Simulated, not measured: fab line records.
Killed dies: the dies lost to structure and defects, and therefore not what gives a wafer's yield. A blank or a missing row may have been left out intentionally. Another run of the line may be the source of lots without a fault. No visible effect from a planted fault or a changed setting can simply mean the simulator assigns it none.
fab line records ; flow n5_finfet
record: lots: 10; wafers: 30; last_day: 17
route steps=1938 shown FIN_CUT@176 STI_FIN_REVEAL@199 BEOL_M4@1111
lots with no fault: from the same line, run without faults
start_h: hours from the record's first day to the start of the lot's first wafer shown ; wait_h: hours from the lot's prior step to this one ; " identical to the entry in the row above ; L1.1+2: a row that stands for several wafers ; - value missing, or start not given ; * or withheld: withheld ; < > ~ a bound
route shown NAME@n: names a module that has steps shown in the file, with the first one's number in the route ; usual: mean/standard deviation of fault-free wafers ; same: alike in all rows ; chamber/n: place in a boat ; sites: the reading at each site ; _std_site: how widely they spread, as a standard deviation ; _edge_site: inner sites' mean taken away from outer sites' mean ; radius_mm: how far each site lies from the wafer's centre ; mask NAME#n: copy n ; behind: the last tool/chamber to shape the wafer ; hold: what put the lot on hold/how long, in hours/how the hold closed ; device: names the non-switching transistor (n, p or np) ; end of line: the tests these same wafers got at the end of their route ; where a step has no rows: the recipe by itself ; killed: the dies lost at the first sort to structure and to defects; this is not the yield of the wafer ; map: a wafer's dies, x killed, . not, _ none there
set.NAME: the setting that was run; set.NAME@STEP: the one run at that earlier step ; model.NAME: the simulator's own value behind a step, which no gauge read
route steps across a sampled set of lots; one table per step, one row per wafer
services: when a tool's chamber went out of use (start_h, in hours from the record's first day, below 0 if earlier), for how many hours, and the reason
== steps ==
step: N5_FIN_CUT_CUT_ETCH_15
recipe: chemistry: HBr/Cl2/O2; target: Si; target_depth_a: 1000; bt_time_s: 10; mask_material: SOC; time_s: 42.4; ion_energy_ev: *; bias_w: *; pressure_mtorr: 10; icp_w: 800; HBr_flow_sccm: 150; Cl2_flow_sccm: 80; O2_flow_sccm: 12
usual: drypump_motor_current_A: 5.7/0.43; mfc_cl2_sccm: 79.98/0.24; oes_product_au: 1.000/0.012; throttle_valve_pct: 37.1/0.31
same: bt_time_s: 10; time_s: 42.4
lot.wafer;tool;chamber;start_h;wait_h;drypump_motor_current_A;mfc_cl2_sccm;oes_product_au;rf_hours_counter_h;throttle_valve_pct
L270.1;rie_si-05;1;33.43;0.1;5.9;80.10;0.986;25;36.6
L270.2;rie_si-05;0;33.43;0.1;5.8;79.82;0.997;121;37.4
L270.4;rie_si-05;3;33.43;0.1;6.8;80.36;1.002;12;37.3
L272.1;rie_si-01;0;45.94;0.1;5.3;80.16;1.011;154;37.0
L272.5;rie_si-01;3;45.94;0.1;5.8;80.22;0.994;-;37.1
L272.6;rie_si-01;0;45.94;0.1;5.3;80.27;1.015;-;37.0
L278.1;rie_si-03;1;81.83;0.1;5.6;79.89;1.002;169;37.1
L278.3;rie_si-03;0;81.83;0.1;5.6;80.07;1.008;88;37.7
L278.5;rie_si-03;0;81.83;0.1;5.6;79.83;1.008;-;37.7
L281.2;rie_si-05;3;101.88;0.1;6.8;80.01;1.001;13;37.3
L281.5;rie_si-05;3;101.88;0.1;6.7;80.14;1.005;-;37.3
L281.6;rie_si-05;0;101.88;0.1;5.8;79.68;1.002;-;37.4
L285.1;rie_si-05;1;125.67;0.1;5.9;79.77;0.992;27;36.5
L285.3;rie_si-05;2;125.67;0.1;5.5;80.20;0.986;20;37.1
L285.5;rie_si-05;2;125.67;0.1;5.5;80.10;0.985;-;37.1
L286.1;rie_si-05;2;130.33;0.1;5.5;80.05;0.990;20;37.1
L286.5;rie_si-05;3;130.33;0.1;6.7;79.91;1.000;-;37.3
L286.6;rie_si-05;2;130.33;0.1;5.5;80.05;0.986;-;37.1
L288.1;rie_si-03;0;143.35;0.1;5.6;80.21;1.009;89;37.7
L288.2;rie_si-03;1;143.35;0.1;5.6;80.12;0.993;170;37.1
L288.4;rie_si-03;2;143.35;0.1;5.3;80.06;1.019;44;36.7
L289.2;rie_si-05;1;148.20;0.1;5.9;79.83;0.989;27;36.5
L289.4;rie_si-05;3;148.20;0.1;6.7;79.68;0.993;14;37.2
L289.6;rie_si-05;1;148.20;0.1;5.9;79.74;0.987;-;36.5
L290.1;rie_si-03;1;155.32;0.1;5.6;79.99;0.998;170;37.1
L290.4;rie_si-03;1;155.32;0.1;5.6;80.10;1.004;-;37.1
L290.6;rie_si-03;2;155.32;0.1;5.3;79.93;1.016;-;36.7
L291.2;rie_si-03;0;160.49;0.1;5.6;80.14;0.998;89;37.7
L291.4;rie_si-03;2;160.49;0.1;5.4;80.27;1.007;45;36.7
L291.6;rie_si-03;2;160.49;0.1;5.4;80.29;1.021;-;36.7
step: N5_STI_FIN_REVEAL_ETCH_34
recipe: chemistry: H2; mode: isotropic; material: Si; target: Si; target_depth_a: 9.7; temp_c: 20; pressure_mtorr: 4.5; icp_w: 300; bias_w: 0; h2_flow_sccm: 7.5; he_flow_sccm: 142.5
usual: drypump_motor_current_A: 5.8/0.46; oes_product_au: 1.006/0.014; throttle_valve_pct: 25.8/0.48
lot.wafer;tool;chamber;start_h;wait_h;drypump_motor_current_A;oes_product_au;rf_hours_counter_h;throttle_valve_pct
L270.1;rie_si-06;3;42.15;0.2;4.9;1.002;42;25.8
L270.2;rie_si-06;1;42.15;0.2;5.9;1.005;120;25.2
L270.4;rie_si-06;0;42.15;0.2;6.2;1.017;6;26.0
L272.1;rie_si-04;0;55.49;0.3;5.7;1.013;23;25.8
L272.5;rie_si-04;0;55.49;0.3;5.8;1.007;-;25.8
L272.6;rie_si-04;3;55.49;0.3;6.0;0.998;-;25.7
L278.1;rie_si-02;0;90.70;0.2;5.3;0.997;192;26.4
L278.3;rie_si-02;1;90.70;0.2;6.3;0.997;152;24.9
L278.5;rie_si-02;1;90.70;0.2;6.3;1.003;-;24.9
L281.2;rie_si-02;1;110.25;0.1;6.3;0.998;153;24.9
L281.5;rie_si-02;3;110.25;0.1;5.8;1.019;-;26.0
L281.6;rie_si-02;0;110.25;0.1;5.3;0.985;-;26.4
L285.1;rie_si-04;0;134.23;0.2;5.8;1.008;24;25.8
L285.3;rie_si-04;1;134.23;0.2;6.5;1.016;64;26.6
L285.5;rie_si-04;3;134.23;0.2;6.0;0.984;-;25.7
L286.1;rie_si-06;1;138.77;0.2;5.9;0.991;122;25.2
L286.5;rie_si-06;3;138.77;0.2;5.0;0.998;-;25.8
L286.6;rie_si-06;2;138.77;0.2;5.1;0.980;-;25.6
L288.1;rie_si-04;2;151.71;0.2;5.7;1.001;76;25.6
L288.2;rie_si-04;0;151.71;0.2;5.8;1.002;25;25.8
L288.4;rie_si-04;0;151.71;0.2;5.8;1.008;-;25.8
L289.2;rie_si-04;2;156.50;0.1;5.8;1.013;76;25.6
L289.4;rie_si-04;0;156.50;0.1;5.8;1.006;-;25.8
L289.6;rie_si-04;1;156.50;0.1;6.5;1.016;-;26.6
L290.1;rie_si-04;2;163.66;0.2;5.8;1.009;76;25.6
L290.4;rie_si-04;3;163.66;0.2;6.0;1.005;0;25.3
L290.6;rie_si-04;3;163.66;0.2;6.0;1.005;-;25.4
L291.2;rie_si-06;2;169.68;0.1;5.1;0.986;79;25.6
L291.4;rie_si-06;3;169.68;0.1;4.9;1.006;45;25.8
L291.6;rie_si-06;1;169.68;0.1;5.9;1.006;-;25.2
step: N5_STI_FIN_REVEAL_OXIDATION_31
recipe: chemistry: O2_PLASMA_REMOTE; temp_c: 150; time_s: 20; pressure_mtorr: 1000; source_power_w: 2000; o2_flow_sccm: 3000
usual: drypump_motor_current_A: 5.7/0.58; heater_power_w: 140/9.3; temp_c: 150.04/0.15; temp_c_max: 150.9/0.34
same: time_s: 20
lot.wafer;tool;chamber;start_h;wait_h;drypump_motor_current_A;heater_power_w;rf_hours_counter_h;temp_c;temp_c_max
L270.1;plasma_asher-01;0;42.21;0.0;5.7;137;80;150.07;151.7
L270.2;plasma_asher-01;1;42.21;0.0;4.7;141;80;150.32;151.7
L270.4;plasma_asher-01;0;42.21;0.0;5.7;141;-;150.09;151.4
L272.1;plasma_asher-02;1;55.55;0.0;5.5;151;31;150.18;150.7
L272.5;plasma_asher-02;1;55.55;0.0;5.5;152;-;150.08;150.6
L272.6;plasma_asher-02;0;55.55;0.0;6.4;131;-;150.33;151.2
L278.1;plasma_asher-02;0;90.77;0.0;6.4;127;38;150.02;150.8
L278.3;plasma_asher-02;1;90.77;0.0;5.5;157;-;150.09;150.8
L278.5;plasma_asher-02;1;90.77;0.0;5.5;150;-;150.12;150.9
L281.2;plasma_asher-02;1;110.31;0.0;5.5;154;41;149.88;150.5
L281.5;plasma_asher-02;0;110.31;0.0;6.4;130;-;150.02;150.7
L281.6;plasma_asher-02;1;110.31;0.0;5.5;152;-;149.95;150.7
L285.1;plasma_asher-02;1;134.29;0.0;5.5;153;47;149.85;150.6
L285.3;plasma_asher-02;1;134.29;0.0;5.5;154;-;150.00;150.6
L285.5;plasma_asher-02;0;134.29;0.0;6.4;132;-;149.93;150.8
L286.1;plasma_asher-02;1;138.83;0.0;5.5;151;47;150.52;151.0
L286.5;plasma_asher-02;0;138.83;0.0;6.4;130;-;149.96;150.6
L286.6;plasma_asher-02;1;138.83;0.0;5.5;156;-;150.06;150.6
L288.1;plasma_asher-02;1;151.77;0.0;5.5;157;49;150.18;151.0
L288.2;plasma_asher-02;0;151.77;0.0;6.4;129;49;149.98;150.7
L288.4;plasma_asher-02;1;151.77;0.0;5.6;153;-;150.08;150.7
L289.2;plasma_asher-02;0;156.59;0.1;6.4;133;53;149.86;150.5
L289.4;plasma_asher-02;0;156.59;0.1;6.4;125;-;149.92;150.8
L289.6;plasma_asher-02;0;156.59;0.1;6.4;126;-;149.93;150.6
L290.1;plasma_asher-02;0;163.72;0.0;6.4;133;55;150.17;151.1
L290.4;plasma_asher-02;1;163.72;0.0;5.5;154;-;149.94;150.5
L290.6;plasma_asher-02;1;163.72;0.0;5.5;149;-;149.79;150.3
L291.2;plasma_asher-02;0;169.74;0.0;6.4;131;56;149.81;150.6
L291.4;plasma_asher-02;1;169.74;0.0;5.5;151;-;149.91;150.4
L291.6;plasma_asher-02;0;169.74;0.0;6.4;132;-;149.97;150.7
step: N5_STI_FIN_REVEAL_OXIDATION_33
recipe: chemistry: O2_PLASMA_REMOTE; temp_c: 150; time_s: 20; pressure_mtorr: 1000; source_power_w: 2000; o2_flow_sccm: 3000
usual: drypump_motor_current_A: 5.6/0.59; heater_power_w: 140/9.1; temp_c: 150.00/0.16; temp_c_max: 150.9/0.38
same: time_s: 20
lot.wafer;tool;chamber;start_h;wait_h;drypump_motor_current_A;heater_power_w;rf_hours_counter_h;temp_c;temp_c_max
L270.1;plasma_asher-02;1;42.56;0.0;5.5;153;28;149.90;150.4
L270.2;plasma_asher-02;0;42.56;0.0;6.4;131;28;150.02;150.7
L270.4;plasma_asher-02;1;42.56;0.0;5.5;151;-;150.18;150.9
L272.1;plasma_asher-01;1;56.05;0.2;4.7;137;82;150.06;151.3
L272.5;plasma_asher-01;0;56.05;0.2;5.7;139;-;149.81;151.3
L272.6;plasma_asher-01;1;56.05;0.2;4.7;139;-;149.72;151.1
L278.1;plasma_asher-02;1;91.12;0.0;5.5;152;38;150.08;150.8
L278.3;plasma_asher-02;1;91.12;0.0;5.5;154;-;149.93;150.5
L278.5;plasma_asher-02;0;91.12;0.0;6.4;129;-;150.11;150.6
L281.2;plasma_asher-01;1;110.67;0.0;4.7;136;92;149.87;151.0
L281.5;plasma_asher-01;0;110.67;0.0;5.7;140;-;149.99;151.2
L281.6;plasma_asher-01;1;110.67;0.0;4.7;137;-;150.06;151.0
L285.1;plasma_asher-02;1;134.64;0.0;5.5;148;47;148.06;148.6
L285.3;plasma_asher-02;0;134.64;0.0;6.4;128;-;148.38;149.0
L285.5;plasma_asher-02;1;134.64;0.0;5.6;146;-;148.27;148.9
L286.1;plasma_asher-02;0;139.35;0.0;6.4;127;47;148.00;148.5
L286.5;plasma_asher-02;1;139.35;0.0;5.5;149;-;148.21;148.8
L286.6;plasma_asher-02;0;139.35;0.0;6.4;129;-;148.28;148.9
L288.1;plasma_asher-02;0;152.32;0.2;6.4;129;49;148.22;148.9
L288.2;plasma_asher-02;1;152.32;0.2;5.5;149;49;148.02;148.4
L288.4;plasma_asher-02;0;152.32;0.2;6.4;127;-;148.35;149.1
L289.2;plasma_asher-02;1;157.01;0.1;5.5;149;53;147.93;148.5
L289.4;plasma_asher-02;0;157.01;0.1;6.4;124;-;148.05;148.8
L289.6;plasma_asher-02;0;157.01;0.1;6.4;127;-;147.99;148.6
L290.1;plasma_asher-01;0;164.07;0.0;5.7;143;101;149.86;151.4
L290.4;plasma_asher-01;0;164.07;0.0;5.7;137;-;150.23;151.7
L290.6;plasma_asher-01;0;164.07;0.0;5.7;142;-;150.20;151.9
L291.2;plasma_asher-01;0;170.10;0.0;5.7;139;102;150.05;151.5
L291.4;plasma_asher-01;1;170.10;0.0;4.7;140;-;149.83;150.8
L291.6;plasma_asher-01;1;170.10;0.0;4.7;138;-;150.08;151.1
step: N5_BEOL_M4_RC_MEAS_101
usual: DIBL_N: 36.4/1.5; DIBL_P: 36.6/1.9; IOFF_N: 0.155/0.021; IOFF_P: 0.211/0.028; ION_N: 671/8.6; ION_P: 462/5.8; SS_N: 71.5/0.5; SS_P: 73.4/0.58; VT_N: 250.1/2.4; VT_P: -250.1/3
lot.wafer;tool;chamber;start_h;wait_h;DIBL_N[mV/V];DIBL_P[mV/V];IOFF_N[nA/um];IOFF_P[nA/um];ION_N[uA/um];ION_P[uA/um];SS_N[mV/dec];SS_P[mV/dec];VT_N[mV];VT_P[mV]
L270.1;prober-01;0;176.48;0.0;35.7;35.7;0.152;0.207;677;464;71.3;73.3;249.9;-250.3
L270.2;prober-01;0;176.48;0.0;36.7;36.6;0.157;0.215;676;468;71.8;73.8;249.4;-251.7
L270.4;prober-01;0;176.48;0.0;35.8;35.5;0.149;0.198;664;460;71.7;74.5;251.1;-249.5
L272.1;prober-01;0;186.47;0.0;37.2;39.2;0.161;0.217;673;462;71.3;73.6;252.4;-251.4
L272.5;prober-01;0;186.47;0.0;38.2;39.4;0.176;0.220;674;460;72.0;73.9;250.6;-250.6
L272.6;prober-01;0;186.47;0.0;34.9;36.1;0.127;0.173;660;453;71.1;72.8;256.3;-252.3
L278.1;prober-02;0;224.30;0.0;37.3;36.8;0.157;0.208;676;460;71.5;73.1;250.6;-246.9
L278.3;prober-02;0;224.30;0.0;36.9;34.5;0.142;0.175;670;454;71.5;72.3;249.8;-251.8
L278.5;prober-02;0;224.30;0.0;38.4;37.2;0.170;0.222;679;466;71.0;73.1;250.6;-248.8
L281.2;prober-01;0;236.81;0.2;34.5;32.8;0.128;0.193;666;461;70.5;73.8;250.2;-249.4
L281.5;prober-01;0;236.81;0.2;38.3;37.4;0.196;0.279;681;475;71.3;73.9;242.4;-240.7
L281.6;prober-01;0;236.81;0.2;37.3;35.7;0.183;0.255;686;479;72.2;73.6;245.2;-242.6
L286.1;prober-01;0;268.67;0.0;37.4;37.4;0.166;0.217;674;456;72.4;73.7;249.7;-250.0
L286.5;prober-01;0;268.67;0.0;37.3;37.4;0.158;0.216;661;459;72.3;73.1;250.1;-250.7
L286.6;prober-01;0;268.67;0.0;37.6;37.9;0.168;0.227;669;466;71.7;73.4;249.9;-247.7
L285.1;prober-01;0;273.76;0.0;37.8;37.5;0.159;0.239;669;463;72.0;73.7;249.8;-249.8
L285.3;prober-01;0;273.76;0.0;37.2;37.3;0.150;0.241;666;462;71.5;73.4;249.8;-250.1
L285.5;prober-01;0;273.76;0.0;38.3;38.4;0.170;0.261;671;472;71.9;73.5;249.3;-246.2
L288.1;prober-01;0;280.43;0.0;36.9;37.4;0.162;0.222;665;459;71.8;73.5;252.4;-247.9
L288.2;prober-01;0;280.43;0.0;37.9;38.6;0.187;0.219;687;461;71.9;73.7;247.2;-250.4
L288.4;prober-01;0;280.43;0.0;37.3;37.8;0.172;0.210;677;460;71.3;73.6;247.5;-250.5
L289.2;prober-01;0;284.11;0.2;36.4;36.8;0.152;0.196;666;456;71.5;73.4;249.8;-251.5
L289.4;prober-01;0;284.11;0.2;37.1;38.9;0.178;0.232;673;466;71.9;74.6;247.1;-249.2
L289.6;prober-01;0;284.11;0.2;36.7;38.0;0.159;0.208;666;453;72.0;74.0;249.9;-247.8
L291.2;prober-01;0;297.41;0.2;32.6;33.7;0.128;0.168;670;469;71.4;72.8;252.5;-250.6
L291.4;prober-01;0;297.41;0.2;34.9;35.5;0.152;0.209;677;471;71.3;73.7;249.9;-246.6
L291.6;prober-01;0;297.41;0.2;34.2;34.8;0.143;0.188;679;467;71.7;73.1;251.6;-253.1
L290.1;prober-01;0;303.81;0.0;39.8;41.7;0.233;0.282;702;480;72.2;74.6;243.9;-246.3
L290.4;prober-01;0;303.81;0.0;39.0;41.0;0.208;0.272;686;467;72.0;74.7;247.7;-247.1
L290.6;prober-01;0;303.81;0.0;38.5;39.3;0.171;0.232;672;463;71.9;73.8;251.6;-249.3
== services ==
tool;chamber;start_h;hours;kind
rie_si-02;-;23.94;0.1;repair
plasma_asher-01;-;44.59;4.1;repair
rie_si-03;1;54.14;13.9;repair
rie_si-03;1;83.98;27.1;repair
rie_si-04;-;85.43;28.1;pm
rie_si-01;2;108.49;2.1;repair
rie_si-01;1;119.99;5.5;repair
rie_si-04;2;123.26;19.5;repair
rie_si-05;1;129.49;1.0;repair
rie_si-05;-;135.91;0.4;repair
rie_si-04;3;142.75;-;clean
rie_si-04;3;142.75;18.2;scheduled_down
rie_si-04;3;142.75;18.2;vent_cycle
rie_si-03;0;150.46;5.1;repair
plasma_asher-01;-;151.40;9.6;repair
rie_si-02;-;153.92;14.6;pm
== key ==
first_sign: step: N5_STI_FIN_REVEAL_OXIDATION_33; reading: temp_c; direction: down; sigmas: 12; usual: *; struck: *
effect: step: N5_STI_FIN_REVEAL_OXIDATION_33; reading: temp_c_max; direction: down; sigmas: 5.6; usual: *; struck: *
met_at N5_STI_FIN_REVEAL_OXIDATION_33
struck_lots L285,L286,L288,L289
rows_end L285.1,L285.3,L285.5,L288.1,L288.2,L288.4,L289.2,L289.4,L289.6
not_acting_at N5_FIN_CUT_CUT_ETCH_15,N5_STI_FIN_REVEAL_ETCH_34,N5_STI_FIN_REVEAL_OXIDATION_31
onset_between 91.12 134.64
fault: kind: process_parameter_drift; tool: plasma_asher-02; chamber: -; onset_h: 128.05; steps: N5_STI_FIN_REVEAL_OXIDATION_33; channel: temp_c; offset: *; shape: step; acts_in: *; stated: *
rows_end: these wafers met a further fault down the route, and their rows from its step on are left out
